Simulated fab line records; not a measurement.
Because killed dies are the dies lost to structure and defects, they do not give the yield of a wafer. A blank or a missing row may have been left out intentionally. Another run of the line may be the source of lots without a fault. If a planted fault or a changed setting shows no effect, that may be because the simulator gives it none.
Comparing a struck lot with a sound one	flow n5Finfet	14 out of 1938 route steps
Sound: wafers L733.2, L733.4, L733.5. Wafers struck: L738.1, L738.2, L738.3. At the end, the cause is stated.
Order at every step that has rows: each side's tool, ch and its chambers, its first start. Under that, the readings that differ: sound wafers	struck wafers	difference of the means	sigmas: that difference in standard deviations of wafers without a fault.
alike: readings whose means differ by less than 2 such deviations, and words and numbers that are the same on both sides. not compared: withheld readings, readings that some wafer has no value for, bounds like >300 that may hide the same value, and numbers for which the record gives no deviation and whose values overlap.
A row with sigmas, a row that says differs or no value, or rows on one side alone: a step with any of these is where the two part. Non-overlapping numbers with no deviation appear without sigmas and do not part them. A reading missing from all wafers of one side parts the sides only when that side holds two or more wafers.

first, 1 step without rows for these wafers: N5_BEOL_M11_STRIP_68 (strips in N2/H2).
N5_BEOL_M11_STRIP_67: strips in CF4.
  sound on rieDiel-03 ch 0,1, day 11 05:37; struck on rieDiel-03 ch 0,1,2, day 11 23:54
  alike: drypumpMotorCurrentA, oesProductAu, rfVppV, showerheadPlenumPTorr, throttleValvePct
  not compared: rfHoursCounterH
N5_BEOL_M11_HM_OPEN_17: chemistry Cl2/BCl3, target TiN, target depth 20 nm, overetch 6 nm.
  sound on rieMetal-02 ch 0,1, day 11 05:40; struck on rieMetal-03 ch 0,1, day 11 23:56
  alike: drypumpMotorCurrentA, heBacksideLeakSccm, mfcArSccm, oesProductAu, throttleValvePct
  not compared: rfHoursCounterH
N5_BEOL_M11_STRIP_19: strips in O2.
  sound on rieDiel-01 ch 0,1,2, day 11 05:46; struck on rieDiel-05 ch 0,1,3, day 12 00:05
  alike: drypumpMotorCurrentA, oesProductAu, rfVppV, showerheadPlenumPTorr, throttleValvePct
  not compared: rfHoursCounterH
N5_BEOL_M11_CD_MEAS_18: pitch 140 nm, target cd 70 nm.
  struck on cdSem-02, day 12 00:09; sound on cdSem-03, day 11 05:50
  alike: cdNm
then, 7 steps without rows for these wafers: N5_BEOL_M11_COAT_63 (time 60 s, resist thk 100 nm); N5_BEOL_M11_COAT_64 (time 60 s, resist thk 30 nm); N5_BEOL_M11_COAT_22 (resist thk 90 nm); N5_BEOL_M11_EBR_24; N5_BEOL_M11_SOFTBAKE_23 (time 60 s); N5_BEOL_M11_EXPOSE_25 (exposes mask V10); N5_BEOL_M11_PEB_26 (peb time 60 s).
N5_BEOL_M11_DEVELOP_27: develop time 30 s.
  sound on lithoTrack-05 ch 0, day 11 08:18; struck on lithoTrack-05, day 12 00:30
  no value came back on the struck wafers for chillPlateTempC (C), developTimeS (s); on the sound wafers chillPlateTempC (C) reads 22.84 23.12 23.06
reading	sound	struck	difference	sigmas
model.CAR-ArF_of_BEOL_M11_COAT_22.thkNm (nm)	88.4 88.2 88.2	89.8 89.6 89.8	+1.5	
N5_BEOL_M11_CD_MEAS_28: target cd 70 nm.
  sound on cdSem-01 ch 0, day 11 08:22; struck on cdSem-01 ch 0, day 12 00:34
reading	sound	struck	difference	sigmas
cdNm (nm)	68.3 68.8 66.8	- - -	no value on the struck wafers	

== WHERE THEY PART ==
First at N5_BEOL_M11_DEVELOP_27; last, within this record, at N5_BEOL_M11_CD_MEAS_28.

WHY: whatever the simulator had introduced
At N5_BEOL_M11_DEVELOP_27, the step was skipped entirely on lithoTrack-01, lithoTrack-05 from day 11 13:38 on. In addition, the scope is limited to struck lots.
